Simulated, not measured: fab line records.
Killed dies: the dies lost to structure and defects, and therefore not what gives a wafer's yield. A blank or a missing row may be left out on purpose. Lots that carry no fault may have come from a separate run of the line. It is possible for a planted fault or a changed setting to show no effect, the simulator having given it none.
Chamber matching    flow nandHarc    NHARC_P_M0_STRIP_18 on rieDiel-11: 4 sister chambers
The step strips in N2/H2. 14 wafers are shown with their chamber, then 7 later ones without.

== EACH WAFER AND ITS CHAMBER ==
wafer   chamber  showerheadPlenumPTorr (Torr)  drypumpMotorCurrentA (A)  throttleValvePct (%)
L077.2  0        2.04                          6.2                       14.169
L077.5  2        1.93                          5.5                       14.165
L077.6  3        1.89                          5.4                       14.177
L078.1  1        2.00                          5.8                       14.160
L078.3  0        2.04                          6.3                       14.165
L078.5  0        2.04                          6.3                       14.169
L080.4  3        1.88                          5.3                       14.177
L080.5  1        2.00                          5.8                       14.169
L080.6  2        1.93                          5.5                       14.180
L081.1  0        2.03                          6.2                       14.169
L081.2  3        1.88                          5.4                       14.178
L081.3  1        2.00                          5.8                       14.175
L084.2  1        2.00                          5.8                       14.176
L084.3  2        1.92                          5.5                       14.183

SIGNATURES, as means of the wafers listed above
reading                chamber 0  chamber 1  chamber 2  chamber 3  scatter within a chamber
showerheadPlenumPTorr  2.0375     2.0000     1.9267     1.8833     0.00456
drypumpMotorCurrentA   6.250      5.800      5.500      5.367      0.0408
throttleValvePct       14.16800   14.17000   14.17600   14.17733   0.00601
Rule: for a wafer and a chamber, the distance is found by dividing, reading by reading, the gap between the wafer's reading and the chamber's mean by the reading's scatter, squaring, summing and taking the root. If the next closest chamber is less than 2 further off than the closest, the wafer can't be placed; otherwise it belongs to the closest. The scatter: take each reading less its chamber's mean, square it, sum over the shown wafers, divide by the number of wafers less the number of chambers, and take the root.

== WAFERS WITH NO CHAMBER GIVEN ==
wafer   showerheadPlenumPTorr (Torr)  drypumpMotorCurrentA (A)  throttleValvePct (%)
L084.6  1.92                          5.5                       14.186
L091.1  2.22                          5.4                       14.174
L091.3  2.02                          6.3                       14.155
L091.4  1.99                          5.8                       14.155
L097.1  2.01                          6.3                       14.173
L097.4  2.21                          5.4                       14.167
L097.5  2.21                          5.4                       14.171

== THE CHAMBER EACH PASSED THROUGH ==
wafer    from the rows above   in truth
L084.6   2                     2
L091.1   0                     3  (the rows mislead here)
L091.3   0                     0
L091.4   1                     1
L097.1   0                     0
L097.4   0                     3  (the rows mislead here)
L097.5   0                     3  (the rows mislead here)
Correctly placed: 4 of 7. From these rows, 0 cannot be placed. Wrongly placed: 3.
